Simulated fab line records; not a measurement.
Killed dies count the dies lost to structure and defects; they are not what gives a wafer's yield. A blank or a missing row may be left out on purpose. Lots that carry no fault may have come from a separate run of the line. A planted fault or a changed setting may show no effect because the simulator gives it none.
fab line records | flow n5Finfet
record lots=7 | wafers=39
route steps=1938 shown BEOL_M11@1579 BEOL_M14@1751 MIM_BOT@1833
startH: start of the lot's first displayed wafer, in hours after the record's first day | waitH: time in hours since the lot's previous step | " repeats the value in the row above | L1.1+2: one row covering several wafers at once | - either no value or no given start | * or withheld: withheld | < > ~ a bound
route shown NAME@n: names a module that has steps shown in the file, with the first one's number in the route | usual: average and standard deviation across the fault-free wafers | same: alike in all rows | chamber/n: place in a boat | sites: each site's reading | _std_site: their standard deviation | _edge_site: outer sites' mean less inner sites' | radiusMm: for every site, how far away it sits from the centre of the wafer | mask NAME#n: copy n | behind: tool/chamber where the wafer was last shaped | hold: what put the lot on hold/how long, in hours/how the hold closed | device: names the non-switching transistor (n, p or np) | end of line: the route-end tests of the same wafers | a step without rows: its recipe alone | killed: the dies lost at the first sort to structure and to defects; this is not the yield of the wafer | map: a wafer's dies, x killed, . not, _ none there
set.NAME: setting as actually run; set.NAME@STEP: the setting as run at that earlier step | model.NAME: the simulator's own value behind a step, which no gauge read
lots whose settings were changed on purpose; a table a step, a row a wafer
## steps
# step N5_BEOL_M11_ETCH_41
# recipe chemistry=CH3F/O2 | target=SiCN | targetDepthA=426 | taperDeg=2 | timeS=86 | ionEnergyEv=120 | maskMaterial=TiN | pressureMtorr=30 | sourceW=395 | biasW=75 | Ar_flow_sccm=150 | CH3F_flow_sccm=30 | O2_flow_sccm=20
lot.wafer | tool       | chamber | startH | waitH | set.timeS | model.etch.depthNm
L079.1    | rieDiel-03 | 3       | -      | -     | 86        | 31.02
L079.2    | "          | 1       | "      | "     | 102.3     | 38.67
L079.3    | "          | 0       | "      | "     | 86        | 33.27
L079.4    | "          | 2       | "      | "     | 102.3     | 38.59
L079.5    | "          | 3       | "      | "     | 86        | 31.31
L079.6    | "          | 0       | "      | "     | 102.3     | 39.23
L081.1    | rieDiel-02 | 2       | -      | -     | 67.5      | 24.94
L081.2    | "          | 0       | "      | "     | 67.5      | 25.79
L081.3    | "          | 3       | "      | "     | 67.5      | 25.31
L081.4    | "          | 0       | "      | "     | 86        | 33.1
L081.5    | "          | 2       | "      | "     | 86        | 31.87
L081.6    | "          | 3       | "      | "     | 86        | 32.23
L080.1    | rieDiel-02 | 0       | -      | -     | 62.01     | 23.87
L080.2    | "          | 2       | "      | "     | 86        | 31.6
L080.3    | "          | 3       | "      | "     | 86        | 32.1
L080.4    | "          | 3       | "      | "     | 62.01     | 23.26
L080.5    | "          | 0       | "      | "     | 86        | 33.28
L080.6    | "          | 2       | "      | "     | 62.01     | 22.9
L091.1    | rieDiel-06 | 2       | -      | -     | 86        | 31.67
L091.3    | "          | 3       | "      | "     | 86        | 33.23
L091.5    | "          | 2       | "      | "     | 86        | 31.85
L087.1    | rieDiel-02 | 0       | -      | -     | 65.46     | 24.84
L087.2    | "          | 2       | "      | "     | 86        | 32.03
L087.3    | "          | 3       | "      | "     | 86        | 32.05
L087.4    | "          | 1       | "      | "     | 65.46     | 24.43
L087.5    | "          | 2       | "      | "     | 86        | 31.8
L087.6    | "          | 1       | "      | "     | 65.46     | 24.58
L092.1    | rieDiel-06 | 2       | -      | -     | 86        | 31.64
L092.2+4  | "          | 0,3     | "      | "     | 134.5     | 51.63
L092.3    | "          | 1       | "      | "     | 134.5     | 50.36
L092.5    | "          | 2       | "      | "     | 86        | 31.43
L092.6    | "          | 3       | "      | "     | 86        | 33.06
L094.1    | rieDiel-06 | 0       | -      | -     | 103.8     | 40.19
L094.2    | "          | 3       | "      | "     | 103.8     | 39.77
L094.3    | "          | 2       | "      | "     | 86        | 31.82
L094.4    | "          | 1       | "      | "     | 86        | 32.03
L094.5    | "          | 3       | "      | "     | 86        | 33.2
L094.6    | "          | 0       | "      | "     | 103.8     | 39.73
# step N5_BEOL_M14_ETCH_68
# recipe chemistry=N2/H2 | target=SOC | maskMaterial=SiARC | sourceW=3000 | biasW=350 | tempC=40 | timeS=450 | ionEnergyEv=200 | pressureMtorr=30 | n2FlowSccm=200 | h2FlowSccm=200
lot.wafer | tool       | chamber | startH | waitH | set.targetDepthA | model.SiARC_of_BEOL_M14_COAT_66.thkNm
L079.1    | rieDiel-01 | 1       | 376.79 | 0.1   | 11090            | 52.6
L079.2    | "          | 3       | "      | "     | 11090            | 56.4
L079.3    | "          | 0       | "      | "     | 9000             | 65.6
L079.4    | "          | 0       | "      | "     | 9000             | 64.8
L079.5    | "          | 1       | "      | "     | 11090            | 53.4
L079.6    | "          | 3       | "      | "     | 9000             | 66.2
L081.1    | rieDiel-05 | 2       | 377.40 | 0.1   | 9000             | 66.2
L081.2    | "          | 1       | "      | "     | 11140            | 53
L081.3    | "          | 3       | "      | "     | 9000             | 65.4
L081.4    | "          | 0       | "      | "     | 11140            | 56.4
L081.5    | "          | 0       | "      | "     | 9000             | 66.4
L081.6    | "          | 3       | "      | "     | 11140            | 54.8
L080.1+5  | rieDiel-04 | 2       | 388.62 | 0.1   | 9000             | 64
L080.2    | "          | 0       | "      | "     | 9000             | 64.2
L080.3    | "          | 1       | "      | "     | 9000             | 64.4
L080.4+6  | "          | 3       | "      | "     | 9000             | 63
L091.1    | rieDiel-05 | 2       | 423.31 | 0.1   | 9000             | 65.6
L091.3    | "          | 1       | "      | "     | 9000             | 64
L091.5    | "          | 2       | "      | "     | 9000             | 66
L087.1+5  | rieDiel-04 | 1       | 428.62 | 0.1   | 9000             | 64.4
L087.2+3  | "          | 3,0     | "      | "     | 14030            | 39.2
L087.4    | "          | 2       | "      | "     | 9000             | 64.2
L087.6    | "          | 2       | "      | "     | 14030            | 40
L092.1    | rieDiel-04 | 0       | 433.57 | 0.1   | 9000             | 65
L092.2    | "          | 3       | "      | "     | 9000             | 64.8
L092.3    | "          | 1       | "      | "     | 9000             | 64.2
L092.4+6  | "          | 2,3     | "      | "     | 9000             | 64.4
L092.5    | "          | 2       | "      | "     | 9000             | 65.2
L094.1    | rieDiel-04 | 0       | 459.09 | 0.1   | 9000             | 65
L094.2+6  | "          | 1,2     | "      | "     | 4353             | 88
L094.3    | "          | 3       | "      | "     | 4353             | 87.4
L094.4+5  | "          | 2,1     | "      | "     | 9000             | 64.6
# step N5_MIM_BOT_SPUTTER_00
# recipe material=TiN | targetThkA=350 | tempC=200 | powerW=3000 | chamberPressurePa=0.49996 | gas=Ar | reactivePartialPa=0.37997 | timeS=89.7
lot.wafer | tool          | chamber | startH | waitH | set.timeS | model.TiN_of_MIM_BOT_SPUTTER_00.thkNm
L079.1+6  | pvdSputter-02 | -       | 391.66 | 0.0   | 117.5     | 45.4
L079.2    | "             | -       | "      | "     | 89.7      | 34.4
L079.3    | "             | -       | "      | "     | 89.7      | 34.6
L079.4    | "             | -       | "      | "     | 117.5     | 45.6
L079.5    | "             | -       | "      | "     | 89.7      | 34.2
L081.1    | pvdSputter-01 | -       | 395.26 | 0.0   | 89.7      | 35.2
L081.2    | "             | -       | "      | "     | 89.7      | 34.8
L081.3    | "             | -       | "      | "     | 89.7      | 35.4
L081.4    | "             | -       | "      | "     | 89.7      | 35.8
L081.5    | "             | -       | "      | "     | 89.7      | 35
L081.6    | "             | -       | "      | "     | 89.7      | 36
L080.1    | pvdSputter-02 | -       | 401.75 | 0.0   | 89.7      | 35.2
L080.2    | "             | -       | "      | "     | 54.34     | 21.8
L080.3    | "             | -       | "      | "     | 89.7      | 35.8
L080.4    | "             | -       | "      | "     | 54.34     | 21.2
L080.5    | "             | -       | "      | "     | 89.7      | 35.6
L080.6    | "             | -       | "      | "     | 54.34     | 21.4
L091.1    | pvdSputter-02 | -       | 437.75 | 0.0   | 89.7      | 34.2
L091.3    | "             | -       | "      | "     | 89.7      | 35
L091.5    | "             | -       | "      | "     | 89.7      | 34.4
L087.1+2  | pvdSputter-03 | -       | 441.20 | 0.0   | 127.9     | 50.2
L087.3    | "             | -       | "      | "     | 89.7      | 35.8
L087.4    | "             | -       | "      | "     | 89.7      | 35
L087.5    | "             | -       | "      | "     | 89.7      | 35.2
L087.6    | "             | -       | "      | "     | 127.9     | 50
L092.1+6  | pvdSputter-01 | -       | 447.98 | 0.0   | 89.7      | 34.8
L092.2+5  | "             | -       | "      | "     | 103.4     | 39.8
L092.3    | "             | -       | "      | "     | 103.4     | 40.6
L092.4    | "             | -       | "      | "     | 89.7      | 35.4
L094.1    | pvdSputter-02 | -       | 471.22 | 0.0   | 109.5     | 42.8
L094.2+5  | "             | -       | "      | "     | 109.5     | 42.4
L094.3    | "             | -       | "      | "     | 89.7      | 34.6
L094.4+6  | "             | -       | "      | "     | 89.7      | 35.2
## key
split step=N5_BEOL_M11_ETCH_41 | setting=timeS | stated=86 | by=wafer
response step=N5_BEOL_M11_ETCH_41 | reading=model.etch.depthNm | change=+0.337 | per=1% | r=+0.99
split step=N5_BEOL_M14_ETCH_68 | setting=targetDepthA | stated=9000 | by=wafer
response step=N5_BEOL_M14_ETCH_68 | reading=model.SiARC_of_BEOL_M14_COAT_66.thkNm | change=-0.452 | per=1% | r=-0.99
split step=N5_MIM_BOT_SPUTTER_00 | setting=timeS | stated=89.7 | by=wafer
response step=N5_MIM_BOT_SPUTTER_00 | reading=model.TiN_of_MIM_BOT_SPUTTER_00.thkNm | change=+0.351 | per=1% | r=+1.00
